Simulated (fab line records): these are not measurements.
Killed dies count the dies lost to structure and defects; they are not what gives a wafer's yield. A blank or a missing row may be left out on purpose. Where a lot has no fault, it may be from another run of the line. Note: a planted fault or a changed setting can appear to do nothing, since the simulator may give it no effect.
Split-lot study ; flow n5_finfet ; 7 lots, 21 wafers read, on a route of 1938 steps

## THE SPLIT ITSELF
At N5_MOL_CONTACT_COAG_VIA_ETCH_46 (etches SiO2 in C4F6/O2, target depth 46 nm, overetch 9.2 nm, time 40 s), the setting bias_w was moved away from the recipe's 455 W on 8 of the 21 wafers read, by -11.0% to +10.9%. All remaining wafers had this setting at the recipe value.

The split's own step is where the reading is taken.

## THE READING
rf_vpp_V, in V, at N5_MOL_CONTACT_COAG_VIA_ETCH_46 (etches SiO2 in C4F6/O2, target depth 46 nm, overetch 9.2 nm, time 40 s). Fault-free wafers of this fab line usually give 1592 V, standard deviation 11 V.

wafer;tool, chamber at the split;bias_w as run, W;against the recipe;rf_vpp_V, V;against lot-mates on the recipe
L074.2;rie_diel-05, 2;455;recipe;1581;-
L074.4;rie_diel-05, 3;455;recipe;1584;-
L074.6;rie_diel-05, 0;455;recipe;1606;-
L075.1;rie_diel-02, 1;455;recipe;1606;-
L075.3;rie_diel-02, 3;499;+9.7%;1701;+96
L075.4;rie_diel-02, 2;455;recipe;1605;-
L076.1;rie_diel-04, 0;405.1;-11.0%;1455;-128
L076.2;rie_diel-04, 3;455;recipe;1599;-
L076.3;rie_diel-04, 1;455;recipe;1568;-
L078.1;rie_diel-04, 1;483;+6.2%;1639;+71
L078.5;rie_diel-04, 0;483;+6.2%;1660;+92
L078.6;rie_diel-04, 1;455;recipe;1568;-
L083.3;rie_diel-05, 3;455;recipe;1584;-
L083.5;rie_diel-05, 3;455;recipe;1584;-
L083.6;rie_diel-05, 2;455;recipe;1607;-
L088.2;rie_diel-05, 2;455;recipe;1608;-
L088.3;rie_diel-05, 1;424.8;-6.6%;1507;-101
L088.4;rie_diel-05, 3;424.8;-6.6%;1504;-104
L090.1;rie_diel-04, 2;504.5;+10.9%;1714;+126
L090.3;rie_diel-04, 1;504.5;+10.9%;1692;+104
L090.4;rie_diel-04, 0;455;recipe;1588;-

FIT RESULTS
A straight line over all 21 wafers: rf_vpp_V changes by +11.3 V for each +1% of bias_w; r = +0.98; the points scatter about the line by 14 V.
The same after taking each lot's own level away (the mean of its wafers on the recipe; 21 wafers): +11.8 V for each +1%; r = +0.98; scatter 13 V.
On that fit, the largest move of bias_w shifts the reading by 1.3e+02 V.
The lots' own levels span 1568.0 to 1608.0 V, that is 3.6 times the standard deviation above.
Hence the lot-to-lot level has little effect on the slope; both slopes agree.
Check: for one of the wafers moved furthest among these (-11.0%), held out of the fit, the line's prediction against its lot-mates is -135 V. Against them it came out at -128 V.
Tool readings at the split's step, against how far the setting was moved: rf_vpp_V r = +0.98.

## THE OTHER SPLITS THESE WAFERS WENT THROUGH
These wafers also went through other splits before the reading. Each is held against what the fit with the lots' levels taken away leaves over:
other split on the same wafers;wafers away from the commonest value;r with rf_vpp_V (lot level and that fit taken away)
N5_HKMG_FIN_EXPOSE_09 dose_mj;7;-0.23
N5_GATE_CUT_COAT_07 spin_rpm;4;-0.17

## THE FILE'S OWN FIT
rf_vpp_V changes by +11.5 V for each +1% of bias_w, r = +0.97.
